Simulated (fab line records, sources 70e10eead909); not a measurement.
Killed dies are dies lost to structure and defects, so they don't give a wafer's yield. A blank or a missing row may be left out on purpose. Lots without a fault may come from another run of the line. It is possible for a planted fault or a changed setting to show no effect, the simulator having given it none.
One fault seen from 2 desks / flow nand-harc / every desk sees just its own numbers, and what lay behind them comes last

FOR THE TOOL OWNER'S DESK: litho-track-06
The tool's own readings at NHARC_P_M0_PEB_07 (peb time 65 s): means of the sampled wafers that have a number, for each lot that ran on this tool. A lot is out of limits, marked OUT, if its mean lies more than 4 standard deviations from the usual mean; the brackets give that distance.
Columns: A = heater-power-total-W at NHARC_P_M0_PEB_07, usual 156.6 W
lot=L391; first seen here=day 5 20:06; A=156.6
lot=L392; first seen here=day 6 09:56; A=156.4
lot=L396; first seen here=day 7 10:15; A=157.1
lot=L397; first seen here=day 7 15:17; A=156.7
lot=L403; first seen here=day 9 02:22; A=156.5
lot=L413; first seen here=day 11 15:46; A=175.6 (+49) OUT
This desk finds L413 out of limits, L413 being first, at day 11 15:46 (heater-power-total-W at NHARC_P_M0_PEB_07). Within limits: L391, L392, L396, L397, L403.

METROLOGY DESK
What the gauges read for every lot (on any tool): the sampled wafers with a number, averaged. A lot is out of limits, marked OUT, if its mean lies more than 4 standard deviations from the usual mean; the brackets give that distance.
Columns: A = cd-nm at NHARC_P_M0_CD_MEAS_09, usual 90.0 nm
lot=L391; first seen here=day 5 20:11; A=91.2
lot=L392; first seen here=day 6 10:01; A=91.0
lot=L393; first seen here=day 6 12:11; A=89.3
lot=L395; first seen here=day 6 21:48; A=88.8
lot=L396; first seen here=day 7 10:20; A=89.6
lot=L397; first seen here=day 7 15:22; A=90.9
lot=L398; first seen here=day 7 15:38; A=89.0
lot=L400; first seen here=day 8 05:23; A=89.7
lot=L403; first seen here=day 9 02:26; A=90.3
lot=L404; first seen here=day 9 02:53; A=89.1
lot=L406; first seen here=day 9 19:26; A=89.6
lot=L409; first seen here=day 10 07:26; A=90.0
lot=L413; first seen here=day 11 15:50; A=83.2 (-7.3) OUT
This desk finds L413 out of limits, L413 being first, at day 11 15:50 (cd-nm at NHARC_P_M0_CD_MEAS_09). Within limits: L391, L392, L393, L395, L396, L397, L398, L400, L403, L404, L406, L409.

ALL TOGETHER
On L413, at day 11 15:46, an alarm was possible from the tool owner's desk.
L413 would have let the metrology desk raise an alarm at day 11 15:50.
All the named lots went through NHARC_P_M0_PEB_07 on litho-track-06.

WHAT THE SIMULATOR HAD PUT IN
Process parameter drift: litho-track-06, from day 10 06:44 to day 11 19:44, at NHARC_P_M0_PEB_07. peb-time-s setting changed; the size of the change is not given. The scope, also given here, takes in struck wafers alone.
Shown lots that were struck: L413.
Delay (hours) between the fault's onset and each desk's first out-of-limits reading: 33 at the tool owner's desk, 33 at the metrology desk.
